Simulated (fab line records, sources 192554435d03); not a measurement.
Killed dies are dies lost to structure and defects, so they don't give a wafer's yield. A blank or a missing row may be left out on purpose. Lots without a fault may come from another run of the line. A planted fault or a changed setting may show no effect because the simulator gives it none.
Split-lot experiment | flow n5_finfet | 5 lots, 23 wafers read, on a route of 1938 steps

THE SPLIT
At N5_MOL_CONTACT_COAG_ETCH_124 (etches SiNx in CH3F/O2, stops on SiOC, target depth 6.5 nm), the setting source_w was moved away from the recipe's 395 W on 8 of the 23 wafers read, by -9.5% to +16.8%. The other wafers ran this setting at the recipe's value.

The reading is taken at the split's own step.

THE READING
rf_vpp_V, in V, at N5_MOL_CONTACT_COAG_ETCH_124 (etches SiNx in CH3F/O2, stops on SiOC, target depth 6.5 nm). Fault-free wafers of this fab line usually give 298 V, standard deviation 6.9 V.

wafer  | tool, chamber at the split | source_w as run, W | against the recipe | rf_vpp_V, V | against lot-mates on the recipe
L078.2 | rie_diel-06, 3             | 395                | recipe             | 289         | -
L078.3 | rie_diel-06, 2             | 455.7              | +15.4%             | 270         | -31
L078.4 | rie_diel-06, 0             | 395                | recipe             | 306         | -
L078.5 | rie_diel-06, 0             | 395                | recipe             | 307         | -
L078.6 | rie_diel-06, 3             | 455.7              | +15.4%             | 270         | -31
L079.1 | rie_diel-03, 0             | 395                | recipe             | 302         | -
L079.2 | rie_diel-03, 2             | 395                | recipe             | 291         | -
L079.4 | rie_diel-03, 1             | 395                | recipe             | 297         | -
L079.5 | rie_diel-03, 3             | 447.5              | +13.3%             | 276         | -21
L079.6 | rie_diel-03, 2             | 447.5              | +13.3%             | 275         | -22
L080.1 | rie_diel-01, 1             | 357.4              | -9.5%              | 301         | +2
L080.2 | rie_diel-01, 3             | 357.4              | -9.5%              | 316         | +17
L080.3 | rie_diel-01, 2             | 395                | recipe             | 299         | -
L080.4 | rie_diel-01, 0             | 395                | recipe             | 298         | -
L080.5 | rie_diel-01, 0             | 395                | recipe             | 299         | -
L082.1 | rie_diel-03, 0             | 395                | recipe             | 301         | -
L082.4 | rie_diel-03, 3             | 395                | recipe             | 295         | -
L082.6 | rie_diel-03, 0             | 395                | recipe             | 300         | -
L091.2 | rie_diel-06, 0             | 395                | recipe             | 306         | -
L091.3 | rie_diel-06, 1             | 395                | recipe             | 307         | -
L091.4 | rie_diel-06, 1             | 395                | recipe             | 308         | -
L091.5 | rie_diel-06, 3             | 461.5              | +16.8%             | 272         | -35
L091.6 | rie_diel-06, 0             | 461.5              | +16.8%             | 285         | -22

THE FIT
A straight line over all 23 wafers: rf_vpp_V changes by -1.52 V for each +1% of source_w; r = -0.88; the points scatter about the line by 6.5 V.
The same after taking each lot's own level away (the mean of its wafers on the recipe; 23 wafers): -1.64 V for each +1%; r = -0.93; scatter 5.3 V.
On that fit, the largest move of source_w shifts the reading by 28 V.
The lots' own levels span 296.7 to 307.0 V, that is 1.5 times the standard deviation above.
So the lot-to-lot level changes the slope little: the two slopes agree.
Check: with one of the wafers moved furthest among these (+16.8%) left out of the fit, the line predicts -27.2 V for it against its lot-mates. It came out at -35 V against them.
Tool readings at the split's step, against how far the setting was moved: rf_vpp_V r = -0.88.

OTHER SPLITS ON THESE WAFERS
These wafers also went through other splits before the reading. Each is held against what the fit with the lots' levels taken away leaves over:
other split on the same wafers        | wafers away from the commonest value | r with rf_vpp_V (lot level and that fit taken away)
N5_ZERO_LAYER_PECVD_02 time_s         | 7                                    | +0.12
N5_FIN_SAQP_PEB_14 peb_time_s         | 6                                    | +0.04
N5_FIN_SAQP_ETCH_52 source_w          | 10                                   | +0.61
N5_FIN_SAQP_ETCH_65 time_s            | 8                                    | -0.24
N5_DUMMY_GATE_PECVD_30 time_s         | 7                                    | +0.19
N5_DUMMY_GATE_EXPOSE_12 dose_mj       | 5                                    | +0.02
N5_SD_EPI_P_COAT_34 spin_rpm          | 7                                    | -0.42
N5_SD_EPI_P_EPI_21 temp_c             | 7                                    | -0.25
N5_SD_ACTIVATION_LSA_01 temp_c        | 8                                    | +0.07
N5_GATE_CUT_DESCUM_18 time_s          | 4                                    | -0.09
N5_MOL_CONTACT_COAG_EXPOSE_81 dose_mj | 9                                    | -0.15

THE FILE'S OWN FIT
rf_vpp_V changes by -1.69 V for each +1% of source_w, r = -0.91.
